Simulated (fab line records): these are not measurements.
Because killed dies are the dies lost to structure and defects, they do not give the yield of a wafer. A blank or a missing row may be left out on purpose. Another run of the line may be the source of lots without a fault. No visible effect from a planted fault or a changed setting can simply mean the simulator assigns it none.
2 desks looking at one fault	flow n5 finfet	every desk sees just its own numbers, and what lay behind them comes last

METROLOGY DESK
What the gauges read for every lot (on any tool): the sampled wafers with a number, averaged. If a lot's mean is further than 4 standard deviations from the usual mean, the lot is out of limits and carries the mark OUT (the distance appears in the brackets). It has 13 readings; the 7 that lie furthest out on some lot are the ones shown.
Columns: A = DIBL_N at N5_BEOL_M4_RC_MEAS_101, usual 36.4 mV/V; B = DIBL_P at N5_BEOL_M4_RC_MEAS_101, usual 36.4 mV/V; C = ION_N at N5_BEOL_M4_RC_MEAS_101, usual 675 uA/um; D = RC_DENSE_N at N5_BEOL_M4_RC_MEAS_101, usual 19.0 ohm.um; E = RC_DENSE_P at N5_BEOL_M4_RC_MEAS_101, usual 23.7 ohm.um; F = RC_N at N5_BEOL_M4_RC_MEAS_101, usual 15.48 ohm.um; G = SS_N at N5_BEOL_M4_RC_MEAS_101, usual 71.5 mV/dec
lot	first seen here	A	B	C	D	E	F	G
L520	day 9 03:22	38.5	35.9	688	18.7	23.6	15.33	71.9
L521	day 9 13:05	37.3	39.1	678	19.1	23.6	15.59	72.1
L530	day 12 01:05	36.0	34.6	675	19.7	24.5	16.06	71.3
L534	day 12 10:14	34.8	35.6	672	19.6	24.2	15.98	71.2
This desk's verdict: no lot among the 4 shows anything out of limits.

FOR THE TOOL OWNER'S DESK: rie diel-04
The tool's own readings at N5_MOL_CONTACT_COAG_ETCH_110 (etches Si in CF4/O2, target depth 2.5 nm, time 8 s): means of the sampled wafers that have a number, for each lot that ran on this tool. If a lot's mean is further than 4 standard deviations from the usual mean, the lot is out of limits and carries the mark OUT (the distance appears in the brackets).
Columns: A = chamber pressure mTorr at N5_MOL_CONTACT_COAG_ETCH_110, usual 100.01 mTorr; B = drypump motor current A at N5_MOL_CONTACT_COAG_ETCH_110, usual 5.4 A; C = mfc ar sccm at N5_MOL_CONTACT_COAG_ETCH_110, usual 100.01 sccm; D = oes product au at N5_MOL_CONTACT_COAG_ETCH_110, usual 0.82 a.u.; E = rf vpp V at N5_MOL_CONTACT_COAG_ETCH_110, usual 127.8 V; F = showerhead plenum p Torr at N5_MOL_CONTACT_COAG_ETCH_110, usual 2.24 Torr; G = throttle valve pct at N5_MOL_CONTACT_COAG_ETCH_110, usual 10.83 %
lot	first seen here	A	B	C	D	E	F	G
L520	day 5 22:45	99.99	5.2	100.26	0.83	128.0	2.24	10.80
L530	day 8 13:27	100.11	5.5	100.17	0.72	125.8	2.26	10.73
L534	day 9 09:48	99.94	5.3	100.05	0.68	126.7	2.23	10.88
This desk's verdict: no lot among the 3 shows anything out of limits.

TAKEN TOGETHER
The metrology desk saw nothing out of limits.
Nothing out of limits was seen by the tool owner's desk.

WHAT THE SIMULATOR HAD PUT IN
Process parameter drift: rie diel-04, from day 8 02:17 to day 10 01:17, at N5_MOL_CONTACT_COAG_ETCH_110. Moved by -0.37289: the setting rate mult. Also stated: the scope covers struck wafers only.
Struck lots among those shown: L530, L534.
